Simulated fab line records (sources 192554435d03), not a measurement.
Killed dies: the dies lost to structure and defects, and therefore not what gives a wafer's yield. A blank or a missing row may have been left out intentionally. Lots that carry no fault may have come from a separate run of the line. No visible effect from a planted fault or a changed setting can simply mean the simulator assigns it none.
Chamber matching    flow n5Finfet    N5_BEOL_M3_PECVD_72 on pecvd-01 has 3 sister chambers
The step deposits SiO2 from TEOS/O2, target thk 16 nm, time 18 s. 5 wafers are shown with their chamber, then 8 later ones without.

WAFERS, EACH WITH ITS CHAMBER
wafer   chamber  throttleValvePct (%)  showerheadPlenumPTorr (Torr)
L079.1  2        23.9                  8.84
L081.4  1        20.7                  8.76
L085.4  1        20.9                  8.75
L085.6  0        21.8                  8.85
L083.1  0        21.7                  8.84

WAFERS WHOSE CHAMBER IS MISSING
wafer   throttleValvePct (%)  showerheadPlenumPTorr (Torr)
L083.2  21.0                  8.76
L083.5  21.1                  8.76
L084.2  21.6                  8.82
L084.4  20.7                  8.72
L084.5  21.6                  8.86
L089.1  21.9                  8.85
L089.2  20.0                  8.83
L089.4  20.3                  8.82

WHICH CHAMBER EACH ONE RAN IN
wafer    from the rows above   in truth
L083.2   1                     1
L083.5   1                     1
L084.2   0                     0
L084.4   1                     1
L084.5   0                     0
L089.1   0                     0
L089.2   1                     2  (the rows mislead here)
L089.4   1                     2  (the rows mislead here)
Placed correctly: 6 of 8. From these rows, 0 cannot be placed. Number placed wrongly: 2.
How it was worked out, from the rows above alone: a wafer's distance from a chamber is the root of the sum, over the readings, of the square of ((its reading less the chamber's mean) divided by the reading's scatter). The wafer belongs to the nearest chamber; if the next one is less than 2 further off, it can't be placed. Each chamber's mean is taken over the wafers shown for it. The scatter is the square root of a quotient: the sum, over the shown wafers, of each reading's squared deviation from its chamber's mean, divided by wafers minus chambers.
